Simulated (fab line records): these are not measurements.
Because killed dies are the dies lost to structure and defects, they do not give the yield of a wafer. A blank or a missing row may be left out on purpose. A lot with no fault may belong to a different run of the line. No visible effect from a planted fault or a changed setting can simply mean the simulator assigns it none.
fab line records -- flow n5Finfet
[record] lots = 7, wafers = 19, lastDay = 18
route steps=1938 shown PASS1_DEP@1831 MIM_BOT@1832 MIM_TOP@1834 MIM_TOP_LITHO@1839 MIM_TOP_ETCH@1851
lots that met no fault: taken from a fault-free run of the same line
startH: hours from the record's first day to the start of the lot's first wafer shown -- waitH: time in hours since the lot's previous step -- " as in the row above -- L1.1+2: a row that stands for several wafers -- - no value, or no start given -- * or withheld: withheld -- < > ~ a bound
route shown NAME@n: NAME is a module with steps in the file, n the number in the route of the first one -- usual: average and standard deviation across the fault-free wafers -- same: alike in all rows -- chamber/n: place in a boat -- sites: each site's reading -- _std_site: how widely they spread, as a standard deviation -- _edge_site: the outer-site mean with the inner-site mean subtracted -- radiusMm: for every site, how far away it sits from the centre of the wafer -- mask NAME#n: copy n -- behind: tool/chamber where the wafer was last shaped -- hold: cause of the lot's hold/its duration in hours/its outcome -- device: which transistor (n, p or np) failed to switch -- end of line: at the end of the route, the tests of the same wafers -- a step without rows: its recipe alone -- killed: at the first sort, the dies lost to defects and structure; wafer yield is something else -- map: the dies of a wafer, with x for killed, . for not killed, _ for no die there
set.NAME: the setting the step ran with; set.NAME@STEP: the setting that earlier step ran with -- model.NAME: the simulator's own value behind a step, which no gauge read
a table for each step, a row for each wafer; lots at some steps of the route
services: from which hour (startH, from the record's first day; less than 0 if before it) a tool's chamber was out of use, for how many hours, and why
[[steps]]
[step N5_PASSIVATION_PECVD_00]
[recipe] material = SiO2, targetThkA = 2000, tempC = 400, precursor = SiH4/N2O, pressureTorr = 2.7, rfW = 608, timeS = 11.2
[usual] heaterPowerW = 688/100, rfFwdPowerW = 602/3.5, showerheadPlenumPTorr = 8.12/0.078, throttleValvePct = 52/3.9
lot.wafer,tool,chamber,startH,waitH,heaterPowerW,rfFwdPowerW,showerheadPlenumPTorr,throttleValvePct
L415.3,pecvd-04,2,298.03,0.5,719,603,8.11,49
L415.4,pecvd-04,0,298.03,0.5,551,604,8.07,59
L415.6,pecvd-04,2,298.03,0.5,600,605,8.12,49
L416.1,pecvd-03,2,311.37,0.8,830,603,8.21,52
L416.5,pecvd-03,0,311.37,0.8,714,594,8.27,53
L420.1,pecvd-03,2,332.09,0.8,760,605,8.23,52
L420.4,pecvd-03,1,332.09,0.8,699,601,8.19,50
L420.6,pecvd-03,1,332.09,0.8,697,603,8.20,50
L421.3,pecvd-01,0,340.05,0.5,545,603,8.05,49
L421.6,pecvd-01,0,340.05,0.5,555,606,8.06,50
L429.1,pecvd-03,2,397.68,0.8,853,603,8.23,52
L429.2,pecvd-03,1,397.68,0.8,759,604,8.19,50
L429.4,pecvd-03,1,397.68,0.8,785,604,8.20,50
L430.2,pecvd-01,2,406.92,0.7,1009,607,8.05,54
L430.3,pecvd-01,0,406.92,0.7,643,604,8.04,50
L430.6,pecvd-01,0,406.92,0.7,655,603,8.07,50
L431.2,pecvd-04,2,421.03,0.7,624,605,8.10,49
L431.3,pecvd-04,2,421.03,0.7,636,604,8.12,49
L431.4,pecvd-04,0,421.03,0.7,678,602,8.05,59
[step N5_MIM_BOT_DEGAS_01]
[recipe] ambient = vacuum, tempC = 300, timeS = 60
[step N5_MIM_BOT_SPUTTER_00]
[recipe] material = TiN, targetThkA = 350, tempC = 200, powerW = 3000, chamberPressurePa = 0.49996, gas = Ar, reactivePartialPa = 0.37997, timeS = 89.7
[usual] throttleValvePct = 29.9/0.92
lot.wafer,tool,chamber,startH,waitH,throttleValvePct
L415.3,pvdSputter-03,-,298.70,0.0,30.1
L415.4,pvdSputter-03,-,298.70,0.0,28.7
L415.6,pvdSputter-03,-,298.70,0.0,28.9
L416.1,pvdSputter-01,-,312.61,0.0,30.3
L416.5,pvdSputter-01,-,312.61,0.0,30.3
L420.1,pvdSputter-02,-,333.07,0.0,31.3
L420.4,pvdSputter-02,-,333.07,0.0,28.7
L420.6,pvdSputter-02,-,333.07,0.0,31.2
L421.3,pvdSputter-03,-,341.69,0.0,30.0
L421.6,pvdSputter-03,-,341.69,0.0,31.5
L429.1,pvdSputter-01,-,397.97,0.0,29.0
L429.2,pvdSputter-01,-,397.97,0.0,29.8
L429.4,pvdSputter-01,-,397.97,0.0,30.4
L430.2,pvdSputter-02,-,407.49,0.0,29.8
L430.3,pvdSputter-02,-,407.49,0.0,28.5
L430.6,pvdSputter-02,-,407.49,0.0,27.8
L431.2,pvdSputter-01,-,421.14,0.0,30.2
L431.3,pvdSputter-01,-,421.14,0.0,30.1
L431.4,pvdSputter-01,-,421.14,0.0,29.5
[step N5_MIM_TOP_ALD_00]
[recipe] material = Al2O3, targetThkA = *, tempC = withheld, aldPrecursorFamily = TMA, aldCoReactant = O3, pulseTimeS = withheld, purgeTimeS = 3, coReactantPurgeTimeS = withheld, coReactantPulseTimeS = 3, aldCycles = withheld
[usual] precursorPulseHeightRel = 1.000/0.019
lot.wafer,tool,chamber,startH,waitH,precursorPulseHeightRel
L415.3,aldHk-03,1,298.80,0.1,0.998
L415.4,aldHk-03,3,298.80,0.1,0.971
L415.6,aldHk-03,0,298.80,0.1,1.019
L416.1,aldHk-03,0,312.71,0.1,0.974
L416.5,aldHk-03,1,312.71,0.1,0.982
L420.1,aldHk-01,2,333.17,0.1,0.983
L420.4,aldHk-01,3,333.17,0.1,1.014
L420.6,aldHk-01,2,333.17,0.1,1.010
L421.3,aldHk-02,3,341.79,0.1,0.979
L421.6,aldHk-02,3,341.79,0.1,0.999
L429.1,aldHk-03,0,398.07,0.1,1.025
L429.2,aldHk-03,2,398.07,0.1,0.990
L429.4,aldHk-03,1,398.07,0.1,1.016
L430.2,aldHk-01,2,407.59,0.1,1.005
L430.3,aldHk-01,3,407.59,0.1,1.003
L430.6,aldHk-01,1,407.59,0.1,1.032
L431.2,aldHk-02,0,421.24,0.1,1.033
L431.3,aldHk-02,2,421.24,0.1,1.024
L431.4,aldHk-02,1,421.24,0.1,0.997
[step N5_MIM_TOP_ALD_01]
[recipe] material = HfO2, targetThkA = 56, tempC = withheld, aldPrecursorFamily = Hf-amide, aldCoReactant = O3, pulseTimeS = 1, purgeTimeS = 3, coReactantPurgeTimeS = 2, coReactantPulseTimeS = 3, aldCycles = 62
[usual] precursorPulseHeightRel = 1.002/0.02
[same] aldCycles = 62
lot.wafer,tool,chamber,startH,waitH,precursorPulseHeightRel
L415.3,aldHk-03,1,-,-,1.011
L415.4,aldHk-03,3,-,-,0.995
L415.6,aldHk-03,0,-,-,0.983
L416.1,aldHk-03,0,-,-,1.011
L416.5,aldHk-03,1,-,-,1.017
L420.1,aldHk-01,2,-,-,1.031
L420.4,aldHk-01,3,-,-,1.001
L420.6,aldHk-01,2,-,-,0.968
L421.3,aldHk-02,3,-,-,1.007
L421.6,aldHk-02,3,-,-,1.000
L429.1,aldHk-03,0,-,-,0.988
L429.2,aldHk-03,2,-,-,1.003
L429.4,aldHk-03,1,-,-,1.009
L430.2,aldHk-01,2,-,-,1.030
L430.3,aldHk-01,3,-,-,0.989
L430.6,aldHk-01,1,-,-,1.001
L431.2,aldHk-02,0,-,-,1.016
L431.3,aldHk-02,2,-,-,0.991
L431.4,aldHk-02,1,-,-,1.008
[step N5_MIM_TOP_ALD_02]
[recipe] material = Al2O3, targetThkA = *, tempC = withheld, aldPrecursorFamily = TMA, aldCoReactant = O3, pulseTimeS = withheld, purgeTimeS = 3, coReactantPurgeTimeS = withheld, coReactantPulseTimeS = 3, aldCycles = withheld
[step N5_MIM_TOP_DEGAS_04]
[recipe] ambient = vacuum, tempC = 300, timeS = 60
[step N5_MIM_TOP_SPUTTER_03]
[recipe] material = TiN, targetThkA = 350, tempC = 200, powerW = 3000, chamberPressurePa = 0.49996, gas = Ar, reactivePartialPa = 0.37997, timeS = 89.7
[step N5_MIM_TOP_LITHO_HMDS_01]
[recipe] timeS = 60, tempC = 120
[step N5_MIM_TOP_LITHO_COAT_02]
[recipe] spinRpm = *, resistThkNm = *
[step N5_MIM_TOP_LITHO_EBR_04]
[recipe] solvent = PGMEA, ebrWidthMm = 1.5
[step N5_MIM_TOP_LITHO_SOFTBAKE_03]
[recipe] tempC = 100, timeS = 90
[step N5_MIM_TOP_LITHO_EXPOSE_05]
[recipe] maskId = MIM_TOP, na = 0.55, sourceShape = conventional, sigmaOuter = 0.8, polarization = unpolarized, targetCdNm = 2000, doseMj = 20.5
[same] sigmaOuter = 0.8
lot.wafer,tool,chamber,startH,waitH,mask
L415.3+4+6,krfScanner-01,0,299.70,-,MIM_TOP#0
L416.1+5,krfScanner-02,0,313.75,-,MIM_TOP#0
L420.1+4+6,krfScanner-02,0,334.02,-,MIM_TOP#0
L421.3+6,krfScanner-02,0,343.21,-,MIM_TOP#0
L429.1+2+4,krfScanner-02,0,401.42,-,MIM_TOP#0
L430.2+3+6,krfScanner-01,0,410.31,-,MIM_TOP#0
L431.2+3+4,krfScanner-01,0,423.48,-,MIM_TOP#0
[step N5_MIM_TOP_LITHO_PEB_06]
[recipe] pebTempC = withheld, pebTimeS = *
[step N5_MIM_TOP_LITHO_DEVELOP_07]
[recipe] developTimeS = 60, rinseLiquid = diw, dry = airSpin, devTempC = 21
[step N5_MIM_TOP_LITHO_HARDBAKE_09]
[recipe] tempC = 130, timeS = 120
[step N5_MIM_TOP_LITHO_CD_MEAS_08]
[recipe] targetCdNm = 2000, landingEnergyEv = 500, detector = seInlens
[usual] cdNm = 1998.3/2.7
lot.wafer,tool,chamber,startH,waitH,cdNm
L415.3,cdSem-01,0,299.87,-,2000.3
L415.4,cdSem-01,0,299.87,-,1999.8
L415.6,cdSem-01,0,299.87,-,1998.5
L416.1,cdSem-01,0,313.93,-,1973.8
L416.5,cdSem-01,0,313.93,-,1997.2
L420.1,cdSem-01,0,334.20,-,1973.5
L420.4,cdSem-01,0,334.20,-,1999.6
L420.6,cdSem-01,0,334.20,-,1975.1
L421.3,cdSem-03,0,343.38,-,1995.4
L421.6,cdSem-03,0,343.38,-,1978.4
L429.1,cdSem-03,0,401.60,-,2001.7
L429.2,cdSem-03,0,401.60,-,1998.1
L429.4,cdSem-03,0,401.60,-,1996.0
L430.2,cdSem-01,0,410.48,-,1998.5
L430.3,cdSem-01,0,410.48,-,1997.7
L430.6,cdSem-01,0,410.48,-,1997.4
L431.2,cdSem-02,0,423.65,-,2000.2
L431.3,cdSem-02,0,423.65,-,2001.6
L431.4,cdSem-02,0,423.65,-,1999.3
[step N5_MIM_TOP_LITHO_OVL_MEAS_11]
[recipe] pointsPerWafer = 44
[usual] MIM_TOP_OVL = 2/5.9
lot.wafer,tool,chamber,startH,waitH,MIM_TOP_OVL[nm]
L415.3,overlay-02,0,299.90,0.0,-3
L415.4,overlay-02,0,299.90,0.0,-2
L415.6,overlay-02,0,299.90,0.0,7
L416.1,overlay-02,0,313.96,0.0,6
L416.5,overlay-02,0,313.96,0.0,9
L420.1,overlay-01,0,334.23,0.0,-6
L420.4,overlay-01,0,334.23,0.0,2
L420.6,overlay-01,0,334.23,0.0,-7
L421.3,overlay-02,0,343.41,0.0,0
L421.6,overlay-02,0,343.41,0.0,-2
L429.1,overlay-02,0,401.63,0.0,-3
L429.2,overlay-02,0,401.63,0.0,-7
L429.4,overlay-02,0,401.63,0.0,-9
L430.2,overlay-01,0,410.51,0.0,14
L430.3,overlay-01,0,410.51,0.0,11
L430.6,overlay-01,0,410.51,0.0,12
L431.2,overlay-02,0,423.68,0.0,4
L431.3,overlay-02,0,423.68,0.0,3
L431.4,overlay-02,0,423.68,0.0,4
[step N5_MIM_TOP_LITHO_INSPECT_12]
[recipe] mode = adi, inspectInstrument = macro
[usual] rawDefectCount = 2.0/1.4
lot.wafer,tool,chamber,startH,waitH,rawDefectCount
L415.3,defectInspect-01,-,299.92,0.0,5
L415.4,defectInspect-01,-,299.92,0.0,1
L415.6,defectInspect-01,-,299.92,0.0,1
L416.1,defectInspect-01,-,313.98,0.0,1
L416.5,defectInspect-01,-,313.98,0.0,3
L420.1,defectInspect-02,-,334.25,0.0,1
L420.4,defectInspect-02,-,334.25,0.0,0
L420.6,defectInspect-02,-,334.25,0.0,1
L421.3,defectInspect-02,-,343.43,0.0,3
L421.6,defectInspect-02,-,343.43,0.0,0
L429.1,defectInspect-01,-,401.65,0.0,0
L429.2,defectInspect-01,-,401.65,0.0,1
L429.4,defectInspect-01,-,401.65,0.0,3
L430.2,defectInspect-02,-,410.53,0.0,4
L430.3,defectInspect-02,-,410.53,0.0,3
L430.6,defectInspect-02,-,410.53,0.0,3
L431.2,defectInspect-02,-,423.71,0.0,3
L431.3,defectInspect-02,-,423.71,0.0,5
L431.4,defectInspect-02,-,423.71,0.0,0
[step N5_MIM_TOP_LITHO_DESCUM_10]
[recipe] chemistry = O2, timeS = 7.9, sourcePowerW = 50, biasPowerW = 20, pressureMtorr = 20, rfFrequencyHz = 2.712e+07, tempC = 40, o2FlowSccm = 225
[usual] chamberPressureMTorr = 19.998/0.019, drypumpMotorCurrentA = 5.7/0.44, oesProductAu = 0.83/0.093, rfFwdPowerW = 49.63/0.15, rfVppV = 243.1/1.6, showerheadPlenumPTorr = 2.10/0.099, throttleValvePct = 20.28/0.23
lot.wafer,tool,chamber,startH,waitH,chamberPressureMTorr,drypumpMotorCurrentA,oesProductAu,rfFwdPowerW,rfHoursCounterH,rfVppV,showerheadPlenumPTorr,throttleValvePct,model.MIM_TOP_LITHO.cdNm
L415.3,rieDiel-06,1,299.95,0.0,20.009,6.0,0.94,49.47,18,242.9,2.06,20.51,2000
L415.4,rieDiel-06,3,299.95,0.0,19.980,6.5,0.80,49.84,-,241.7,2.00,20.22,2000
L415.6,rieDiel-06,0,299.95,0.0,20.013,6.6,0.89,49.59,-,241.2,2.05,20.31,1998
L416.1,rieDiel-04,0,314.04,0.1,20.002,5.6,0.89,49.63,33,244.5,2.25,20.16,1974
L416.5,rieDiel-04,1,314.04,0.1,20.001,5.2,0.66,49.56,-,240.5,1.99,20.15,1997
L420.1,rieDiel-04,2,334.29,0.0,20.036,5.8,0.68,49.57,231,244.8,2.17,20.78,1973
L420.4,rieDiel-04,1,334.29,0.0,19.985,5.2,0.66,49.54,244,241.4,1.99,20.17,2000
L420.6,rieDiel-04,1,334.29,0.0,20.036,5.2,0.66,49.72,-,241.7,1.99,20.17,1975
L421.3,rieDiel-04,2,343.46,0.0,19.999,5.8,0.68,49.63,235,243.9,2.17,20.79,1996
L421.6,rieDiel-04,3,343.46,0.0,20.018,5.3,0.80,49.69,-,241.1,2.02,19.99,1978
L429.1,rieDiel-05,3,401.69,0.0,19.977,5.6,0.89,49.89,57,242.3,2.03,20.37,2002
L429.2,rieDiel-05,1,401.69,0.0,20.019,6.1,0.77,49.39,121,242.8,2.03,20.33,1998
L429.4,rieDiel-05,2,401.69,0.0,19.967,5.1,0.90,49.68,26,244.3,2.14,19.97,1996
L430.2,rieDiel-05,1,411.07,0.5,19.985,6.1,0.77,49.33,124,242.6,2.03,20.35,1998
L430.3,rieDiel-05,2,411.07,0.5,19.996,5.1,0.88,49.53,29,244.3,2.14,19.97,1998
L430.6,rieDiel-05,2,411.07,0.5,20.001,5.1,0.89,49.74,-,243.6,2.13,19.96,1997
L431.2,rieDiel-04,1,423.74,0.0,19.974,5.2,0.94,49.59,17,247.0,2.24,19.78,2000
L431.3,rieDiel-04,3,423.74,0.0,19.991,5.3,0.76,49.66,126,242.7,2.01,20.05,2002
L431.4,rieDiel-04,0,423.74,0.0,20.024,5.6,0.82,49.84,-,245.7,2.23,20.24,2000
[step N5_MIM_TOP_ETCH_ETCH_00]
[recipe] chemistry = Cl2/BCl3, target = TiN, targetDepthA = 385, ionEnergyEv = 150, pressureMtorr = 10, icpW = 1000, biasW = 126, Cl2_flow_sccm = 53.25, bcl3FlowSccm = 21.75, Ar_flow_sccm = 25
[usual] chamberPressureMTorr = 10.002/0.012, drypumpMotorCurrentA = 5.51/0.2, oesProductAu = 0.79/0.071, rfFwdPowerW = 995/3.1, throttleValvePct = 22.76/0.17
lot.wafer,tool,chamber,startH,waitH,chamberPressureMTorr,drypumpMotorCurrentA,oesProductAu,rfFwdPowerW,rfHoursCounterH,throttleValvePct
L415.3,rieMetal-02,0,300.08,0.1,10.002,5.49,0.87,997,-,22.72
L415.4,rieMetal-02,1,300.08,0.1,10.010,5.33,0.85,993,-,22.93
L415.6,rieMetal-02,1,300.08,0.1,10.012,5.32,0.84,994,-,22.93
L416.1,rieMetal-01,0,314.12,0.1,10.020,5.85,0.75,997,55,22.67
L416.5,rieMetal-01,0,314.12,0.1,9.987,5.87,0.74,998,-,22.66
L420.1,rieMetal-01,1,334.37,0.1,9.996,5.59,0.84,997,25,22.51
L420.4,rieMetal-01,0,334.37,0.1,10.015,5.89,0.75,994,-,22.68
L420.6,rieMetal-01,0,334.37,0.1,9.987,5.87,0.75,999,-,22.66
L421.3,rieMetal-02,0,343.63,0.1,9.984,5.48,0.84,998,-,22.73
L421.6,rieMetal-02,0,343.63,0.1,10.010,5.46,0.84,997,-,22.75
L429.1,rieMetal-02,0,401.77,0.1,10.001,5.50,0.84,992,16,22.73
L429.2,rieMetal-02,1,401.77,0.1,10.006,5.32,0.82,997,38,22.95
L429.4,rieMetal-02,0,401.77,0.1,9.989,5.50,0.83,996,-,22.75
L430.2,rieMetal-02,1,411.15,0.1,10.001,5.29,0.81,993,39,22.96
L430.3,rieMetal-02,0,411.15,0.1,10.010,5.49,0.83,992,-,22.74
L430.6,rieMetal-02,1,411.15,0.1,10.004,5.31,0.82,994,-,22.96
L431.2,rieMetal-03,1,423.83,0.1,9.977,5.50,0.90,995,7,22.63
L431.3,rieMetal-03,1,423.83,0.1,9.999,5.50,0.89,998,-,22.62
L431.4,rieMetal-03,0,423.83,0.1,9.996,5.20,0.74,987,-,22.68
[[services]]
tool,chamber,startH,hours,kind
pecvd-03,-,275.45,6.0,pm
krfScanner-02,-,287.38,0.3,repair
krfScanner-01,-,296.57,0.8,pm
krfScanner-01,-,300.44,1.3,pm
rieDiel-04,2,302.94,7.1,repair
aldHk-02,-,304.52,1.6,repair
rieDiel-04,2,310.68,4.4,repair
pvdSputter-02,-,311.06,2.8,repair
krfScanner-02,-,311.72,1.3,pm
aldHk-03,-,332.44,4.2,repair
krfScanner-02,-,332.64,0.8,pm
rieMetal-02,1,343.36,2.2,repair
krfScanner-01,-,343.38,1.9,repair
aldHk-03,-,346.45,8.7,pm
rieDiel-04,3,347.13,14.3,repair
krfScanner-01,-,377.59,0.3,repair
krfScanner-01,-,378.33,1.0,pm
pecvd-03,1,384.24,4.1,repair
krfScanner-01,-,390.37,0.8,pm
rieDiel-04,2,400.23,9.9,repair
pecvd-03,-,402.36,4.7,repair
krfScanner-02,-,409.65,1.0,pm
pecvd-03,-,413.98,1.4,repair
aldHk-02,-,417.74,1.1,repair
[[key]]
[firstSign] step = N5_MIM_TOP_LITHO_CD_MEAS_08, reading = cdNm, direction = down, sigmas = 8.4, usual = 1998.3, struck = 1975.2
effect none on later readings
[modelEffect] step = N5_MIM_TOP_LITHO_DESCUM_10, value = MIM_TOP_LITHO.cdNm, without = 1997, struck = 1975
metAt N5_MIM_TOP_LITHO_EXPOSE_05
struckWafers L416.1,L420.1,L420.6,L421.6
[fault] kind = processParameterDrift, tool = krfScanner-02, chamber = -, onsetH = 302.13, steps = N5_MIM_TOP_LITHO_EXPOSE_05, channel = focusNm, offset = 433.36, shape = step, endH = 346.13, scope = struckWafersOnly
